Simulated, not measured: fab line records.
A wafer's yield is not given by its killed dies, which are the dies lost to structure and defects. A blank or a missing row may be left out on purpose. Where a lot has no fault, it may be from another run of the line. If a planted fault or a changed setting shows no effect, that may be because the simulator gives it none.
Matching of chambers / flow n5Finfet / N5_HKMG_FIN_ALD_36 on aldMetal-02 has 4 sister chambers
The step deposits TiN, target thk 1 nm, pulse time 1 s, purge time 3 s. 4 wafers are shown with their chamber, then 8 later ones without.

WAFERS PAIRED WITH THEIR CHAMBERS
wafer=L090.1; chamber=0; heaterPowerW (W)=970
wafer=L090.2; chamber=3; heaterPowerW (W)=897
wafer=L091.4; chamber=2; heaterPowerW (W)=953
wafer=L092.1; chamber=1; heaterPowerW (W)=898

WAFERS MISSING THEIR CHAMBER
wafer=L092.2; heaterPowerW (W)=960
wafer=L092.3; heaterPowerW (W)=972
wafer=L096.2; heaterPowerW (W)=909
wafer=L096.3; heaterPowerW (W)=902
wafer=L096.5; heaterPowerW (W)=874
wafer=L097.2; heaterPowerW (W)=880
wafer=L097.4; heaterPowerW (W)=990
wafer=L097.6; heaterPowerW (W)=904

WHICH CHAMBER EACH WENT THROUGH
wafer=L092.2; from the rows above=can't be placed: 2 or 0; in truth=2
wafer=L092.3; from the rows above=can't be placed: 0 or 2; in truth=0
wafer=L096.2; from the rows above=can't be placed: 1 or 3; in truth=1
wafer=L096.3; from the rows above=can't be placed: 1 or 3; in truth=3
wafer=L096.5; from the rows above=can't be placed: 3 or 1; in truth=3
wafer=L097.2; from the rows above=can't be placed: 3 or 1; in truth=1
wafer=L097.4; from the rows above=can't be placed: 0 or 2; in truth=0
wafer=L097.6; from the rows above=can't be placed: 1 or 3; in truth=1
Correct placement for 0 of the 8. Not placeable from these rows: 8 (in 8, the candidates include the true chamber). Placed wrongly: 0.
How it was worked out, from the rows above alone: a wafer's distance from a chamber is the root of the sum, over the readings, of the square of ((its reading less the chamber's mean) divided by the reading's scatter). The wafer belongs to the nearest chamber; if the next one is less than 2 further off, it can't be placed. Each chamber's mean is taken over the wafers shown for it. The scatter (one wafer shown for each chamber): square how far every hidden wafer sits from the nearest shown wafer, average those squares and take the square root.
